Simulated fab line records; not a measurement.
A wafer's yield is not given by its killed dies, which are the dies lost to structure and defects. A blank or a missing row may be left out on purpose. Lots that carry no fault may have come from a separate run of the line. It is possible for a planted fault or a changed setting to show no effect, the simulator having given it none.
A lot that was struck, set against a sound lot + flow n5 finfet + 35 out of 1938 route steps
Sound: these wafers, L409.1, L409.2, L409.5. Wafers L415.3, L415.4, L415.6 were the ones struck. Last of all comes the cause.
For every step that has rows: the tool of each side, followed by ch and its chambers, followed by its first start. Under that, the readings that differ: sound wafers + struck wafers + difference of the means + sigmas: that difference in standard deviations of wafers without a fault.
alike: words and numbers the same on both sides, and readings whose means are apart by under 2 such deviations; not compared: readings that were withheld, readings missing a value for some wafer, numbers with overlapping values and no deviation given by the record, and bounds like >300 which may hide the same value.
The two part at a step that has a row with sigmas, a row that says differs or no value, or rows on one side only. Non-overlapping numbers with no deviation appear without sigmas and do not part them. A reading missing from all wafers of one side parts the sides only when that side holds two or more wafers.

first, 9 steps without rows for these wafers: N5_BEOL_M5_EXPOSE_08 (exposes mask M5, target cd 28 nm); N5_BEOL_M5_PEB_09 (peb time 60 s); N5_BEOL_M5_DEVELOP_10 (develop time 30 s); N5_BEOL_M5_DESCUM_16 (chemistry O2, time 7 s); N5_BEOL_M5_ETCH_72 (etches underlayer in N2/H2, target depth 6.5 nm, time 5.2 s); N5_BEOL_M5_ETCH_61 (etches SiARC in CF4, target depth 15.6 nm, time 26 s); N5_BEOL_M5_ETCH_62 (etches SOC in N2/H2, target depth 75 nm, overetch 15 nm, time 112.5 s); N5_BEOL_M5_STRIP_63 (strips in N2/H2); N5_BEOL_M5_STRIP_73 (strips in N2/H2).
N5_BEOL_M5_STRIP_64: strips in CF4.
  sound on rie diel-03 ch 2,3, day 9 00:37; struck on rie diel-01 ch 0,1, day 10 08:43
  alike: drypump motor current A, oes product au, rf vpp V, showerhead plenum p Torr, throttle valve pct
  not compared: rf hours counter h
then, 24 steps without rows for these wafers: N5_BEOL_M5_HM_OPEN_17 (chemistry Cl2/BCl3, target TiN, target depth 20 nm, overetch 6 nm); N5_BEOL_M5_STRIP_19 (strips in O2); N5_BEOL_M5_COAT_65 (time 60 s, resist thk 60 nm); N5_BEOL_M5_COAT_66 (time 60 s, resist thk 12 nm); N5_BEOL_M5_COAT_74 (time 60 s, resist thk 5 nm); N5_BEOL_M5_COAT_22 (resist thk 30 nm); N5_BEOL_M5_EBR_24; N5_BEOL_M5_SOFTBAKE_23 (time 60 s); N5_BEOL_M5_EXPOSE_25 (exposes mask V4, defocus 10 nm); N5_BEOL_M5_PEB_26 (peb time 60 s); N5_BEOL_M5_DEVELOP_27 (develop time 30 s); N5_BEOL_M5_DESCUM_33 (chemistry O2, time 7 s); N5_BEOL_M5_ETCH_75 (etches underlayer in N2/H2, target depth 6.5 nm, time 5.2 s); N5_BEOL_M5_ETCH_67 (etches SiARC in CF4, target depth 15.6 nm, time 26 s); N5_BEOL_M5_ETCH_68 (etches SOC in N2/H2, target depth 80 nm, overetch 16 nm, time 120 s); N5_BEOL_M5_STRIP_69 (strips in N2/H2); N5_BEOL_M5_STRIP_76 (strips in N2/H2); N5_BEOL_M5_VIA_ETCH_34 (etches SiCOH lowk in C4F6/O2, target depth 88.3 nm, time 39.2 s); N5_BEOL_M5_STRIP_85 (strips in C4F6/O2); N5_BEOL_M5_STRIP_36 (strips in N2/H2); N5_BEOL_M5_TRENCH_ETCH_37 (etches SiCOH lowk in C4F6/O2, target depth 71.652 nm, time 24.7 s); N5_BEOL_M5_ETCH_41 (etches SiCN in CH3F/O2, target depth 31.5 nm, time 56.7 s); N5_BEOL_M5_STRIP_91 (strips in N2/H2, time 10 s); N5_BEOL_M5_HM_STRIP_39 (strips TiN in peroxide tin strip, target depth 25 nm, time 158 s).
-- record jumps: 4 days separate the struck wafers' starts on either side; left off in module BEOL_M5, taken up again in module PASSIVATION, whose first shown step is the route's number 1936 --
N5_PASSIVATION_PROBE_49:
  struck on prober-02, day 14 17:00; sound on prober-01, day 13 08:55
| reading                  | sound          | struck         | difference | sigmas |
|--------------------------|----------------|----------------|------------|--------|
| defect limited yield (%) | 92.9 90.1 92.2 | 85.3 85.2 83.1 | -7.2       | -5     |
| killed_at_M4_up          | 6 11 14        | 96 94 95       | +85        | +16    |
| killed dies              | 84 117 92      | 174 175 199    | +85        | +4     |
| sort_bin_5_function (%)  | 4.0 6.6 4.8    | 10.2 7.6 12.1  | +4.8       | +4     |
| sort_bin_6_memory (%)    | 2.9 3.1 2.6    | 3.8 5.6 3.8    | +1.5       | +2     |
| sort n pass              | 1096 1063 1088 | 1006 1005 981  | -85        | -4     |
| sort yield pct (%)       | 92.9 90.1 92.2 | 85.3 85.2 83.1 | -7.2       | -5     |
  alike: killed_at_M0_to_M3, killed at contacts, killed at front end, killed at other, killed open, killed short

WHERE THEY PART
Within this record, at N5_PASSIVATION_PROBE_49 only.

WHY: whatever the simulator had introduced
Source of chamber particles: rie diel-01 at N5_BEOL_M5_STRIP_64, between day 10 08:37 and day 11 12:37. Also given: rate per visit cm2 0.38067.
